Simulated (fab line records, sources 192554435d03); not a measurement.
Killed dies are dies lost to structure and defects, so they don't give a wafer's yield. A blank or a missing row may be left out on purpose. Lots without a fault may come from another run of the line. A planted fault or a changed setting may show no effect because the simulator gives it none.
Which tool did it? | flow n5_finfet | 11 lots, 33 wafers sampled, at 4 steps of a route of 1938

WHAT THE GAUGES READ, wafer by wafer
N5_HKMG_FIN_OVL_MEAS_50.
lot  | measured    | on         | NDIPOLE_OVL (nm)
L346 | day 4 11:24 | overlay-02 | 0.8 0.4 0.4
L348 | day 5 05:20 | overlay-02 | 1.5 0.1 1.2
L349 | day 5 11:10 | overlay-02 | -0.5 -1.0 -1.0
L350 | day 5 14:31 | overlay-02 | -1.9 0.0 -2.0
L356 | day 7 06:28 | overlay-01 | 0.5 -0.1 0.0
L357 | day 7 09:39 | overlay-02 | 0.6 -0.4 0.3
L358 | day 7 14:22 | overlay-01 | 0.5 0.8 0.8
L359 | day 7 22:16 | overlay-01 | 0.5 1.2 1.1
L361 | day 8 06:44 | overlay-01 | 0.8 0.9 1.4
L362 | day 8 09:17 | overlay-02 | 1.1 0.6 1.6
L367 | day 9 20:25 | overlay-02 | 1.4 1.3 0.3

N5_HKMG_FIN_INSPECT_14: inspects for defects (macro).
lot  | measured    | on                | raw_defect_count
L346 | day 4 14:56 | defect_inspect-02 | 1 1 1
L348 | day 5 08:55 | defect_inspect-01 | 5 0 3
L349 | day 5 14:35 | defect_inspect-02 | 4 2 2
L350 | day 5 18:14 | defect_inspect-01 | 4 1 1
L356 | day 7 09:52 | defect_inspect-01 | 3 2 2
L357 | day 7 13:28 | defect_inspect-01 | 4 1 5
L358 | day 7 18:05 | defect_inspect-01 | 3 3 5
L359 | day 8 01:44 | defect_inspect-02 | 0 2 0
L361 | day 8 10:11 | defect_inspect-02 | >300 >300 >300
L362 | day 8 12:55 | defect_inspect-01 | >300 >300 >300
L367 | day 9 23:50 | defect_inspect-01 | 3 4 1

WHICH TOOL RAN EACH LOT (tool, then ch and the chambers of the sampled wafers, then the start)
lot  | N5_HKMG_FIN_ETCH_58               | N5_HKMG_FIN_ALD_79
L346 | rie_diel-06 ch 0,1,2, day 4 11:53 | ald_metal-03 ch 0,1, day 4 12:58
L348 | rie_diel-02 ch 1,2,3, day 5 05:52 | ald_metal-04 ch 1,2, day 5 06:56
L349 | rie_diel-06 ch 1,2,3, day 5 11:31 | ald_metal-04 ch 0,2,3, day 5 12:35
L350 | rie_diel-01 ch 0,1,3, day 5 15:12 | ald_metal-03 ch 0,2,3, day 5 16:16
L356 | rie_diel-02 ch 0,3, day 7 06:50   | ald_metal-01 ch 1,2,3, day 7 07:54
L357 | rie_diel-06 ch 0,3, day 7 10:16   | ald_metal-03 ch 0,2,3, day 7 11:20
L358 | rie_diel-01 ch 0,1,3, day 7 14:53 | ald_metal-04 ch 0,2,3, day 7 15:57
L359 | rie_diel-06 ch 1,2,3, day 7 22:37 | ald_metal-01 ch 2,3, day 7 23:42
L361 | rie_diel-02 ch 0,1,3, day 8 07:05 | ald_metal-03 ch 2,3, day 8 08:14
L362 | rie_diel-02 ch 0,1,3, day 8 09:52 | ald_metal-03 ch 0,1,3, day 8 10:56
L367 | rie_diel-02 ch 0,1,2, day 9 20:46 | ald_metal-04 ch 1,2, day 9 21:51
- N5_HKMG_FIN_ETCH_58: etches SOC in N2/H2, target depth 215.8 nm, time 741 s.
- N5_HKMG_FIN_ALD_79: deposits TiN, target thk 1.5 nm, pulse time 1 s, purge time 3 s.

WHAT THE TOOLS THEMSELVES READ (means of the sampled wafers that have a number; where no wafer has one, the mark that the record gives instead)
N5_HKMG_FIN_ETCH_58.
lot  | tool        | drypump_motor_current_A (A) | h2_flow_sccm (sccm) | oes_product_au (a.u.) | rf_vpp_V (V) | showerhead_plenum_p_Torr (Torr) | throttle_valve_pct (%)
L346 | rie_diel-06 | 5.2                         | 199.7               | 0.72                  | 99.3         | 2.59                            | 17.90
L348 | rie_diel-02 | 5.2                         | 200.0               | 0.75                  | 99.3         | 2.54                            | 18.10
L349 | rie_diel-06 | 5.4                         | 199.8               | 0.73                  | 99.2         | 2.53                            | 17.91
L350 | rie_diel-01 | 5.7                         | 200.2               | 0.86                  | 99.7         | 2.57                            | 17.76
L356 | rie_diel-02 | 5.5                         | 200.3               | 0.75                  | 99.7         | 2.58                            | 18.13
L357 | rie_diel-06 | 5.7                         | 200.3               | 0.75                  | 99.1         | 2.51                            | 18.01
L358 | rie_diel-01 | 5.7                         | 200.5               | 0.83                  | 98.7         | 2.56                            | 17.78
L359 | rie_diel-06 | 5.4                         | 200.0               | 0.82                  | 98.8         | 2.52                            | 17.82
L361 | rie_diel-02 | 5.5                         | 199.3               | 0.76                  | 98.7         | 2.55                            | 17.96
L362 | rie_diel-02 | 5.5                         | 200.4               | 0.75                  | 99.8         | 2.54                            | 17.97
L367 | rie_diel-02 | 5.6                         | 199.4               | 0.73                  | 99.1         | 2.46                            | 17.93

N5_HKMG_FIN_ALD_79.
lot  | tool         | heater_power_w (W) | precursor_pulse_height_rel
L346 | ald_metal-03 | 809                | 1.010
L348 | ald_metal-04 | 1036               | 0.986
L349 | ald_metal-04 | 1001               | 0.993
L350 | ald_metal-03 | 813                | 1.025
L356 | ald_metal-01 | 863                | 1.008
L357 | ald_metal-03 | 817                | 1.015
L358 | ald_metal-04 | 992                | 0.998
L359 | ald_metal-01 | 913                | 0.981
L361 | ald_metal-03 | 817                | 1.015
L362 | ald_metal-03 | 838                | 1.002
L367 | ald_metal-04 | 1002               | 1.000

THE ANSWER, worked out from the rows above alone
Rule: what is usual is taken from the lots themselves. Put in order of their means at a reading, lots are off if they are a third of the lots or fewer, leave a main group of 4 or more, and stand apart from it by a gap of 3 or more times the standard deviation of the main group's means; of several such gaps the widest counts. A main group whose means are all the same, to the digits that the tables above print for the reading, isn't used. A lot without any number at a reading at which 4 lots or more have one is off too. The other lots that the step has rows for count as sound. The gauges are gone through in route order, then the tools' own readings, and for those a lot's mean is taken as printed above. The first step at which some lot is off is used, and at that step the reading that is off furthest; a lot without a number counts as furthest.
Off: L361, L362, at N5_HKMG_FIN_INSPECT_14 (raw_defect_count). Without a number there: L361, L362. The main group: mean 2.3, standard deviation 0.93.
A tool fits if, at a process step before that reading, it ran every lot that is off, and no sound lot after the first of them. The gauges at N5_HKMG_FIN_INSPECT_14 are tried like those tools. One fits: ald_metal-03 at N5_HKMG_FIN_ALD_79. Its last sound lot is L357 (day 7 11:20), its first lot that is off L361 (day 8 08:14): a fault that began between those two fits.

WHAT THE SIMULATOR HAD PUT IN
Chamber particle source: ald_metal-03, from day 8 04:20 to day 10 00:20, at N5_HKMG_FIN_ALD_79. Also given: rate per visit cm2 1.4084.
Lots struck among those shown: L361, L362. The rule above found the same.
